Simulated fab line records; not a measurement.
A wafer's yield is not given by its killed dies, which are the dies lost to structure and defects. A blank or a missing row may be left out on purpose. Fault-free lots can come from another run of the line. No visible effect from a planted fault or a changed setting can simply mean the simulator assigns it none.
Matching of chambers -- flow nand-harc -- 4 sister chambers for NHARC_A_STAIRCASE_DESCUM_11 on rie-diel-11
The step chemistry O2, time 3 s. 4 wafers are shown with their chamber, then 9 later ones without.

EACH WAFER AND ITS CHAMBER
wafer,chamber,drypump-motor-current-A (A)
L086.4,2,5.4
L089.1,1,5.8
L089.2,3,5.5
L089.5,0,6.1

WAFERS WHOSE CHAMBER IS MISSING
wafer,drypump-motor-current-A (A)
L090.1,5.8
L090.2,5.4
L090.4,6.1
L092.1,6.1
L092.3,5.8
L092.4,5.4
L094.1,5.5
L094.2,5.9
L094.6,5.8

THE CHAMBER EACH PASSED THROUGH
wafer,from the rows above,in truth
L090.1,1,1
L090.2,2,2
L090.4,0,0
L092.1,0,0
L092.3,1,1
L092.4,2,2
L094.1,3,3
L094.2,1,1
L094.6,1,1
Correct placement for 9 of the 9. Number that these rows cannot place: 0. Wrongly placed: 0.
How it was worked out, from the rows above alone: a wafer's distance from a chamber is the root of the sum, over the readings, of the square of ((its reading less the chamber's mean) divided by the reading's scatter). If the next closest chamber is less than 2 further off than the closest, the wafer can't be placed; otherwise it belongs to the closest. For every chamber, the mean is computed from those of its wafers that are shown. The scatter: with one shown wafer a chamber, the root of the mean of the squares of how far each hidden wafer lies from its nearest shown one.
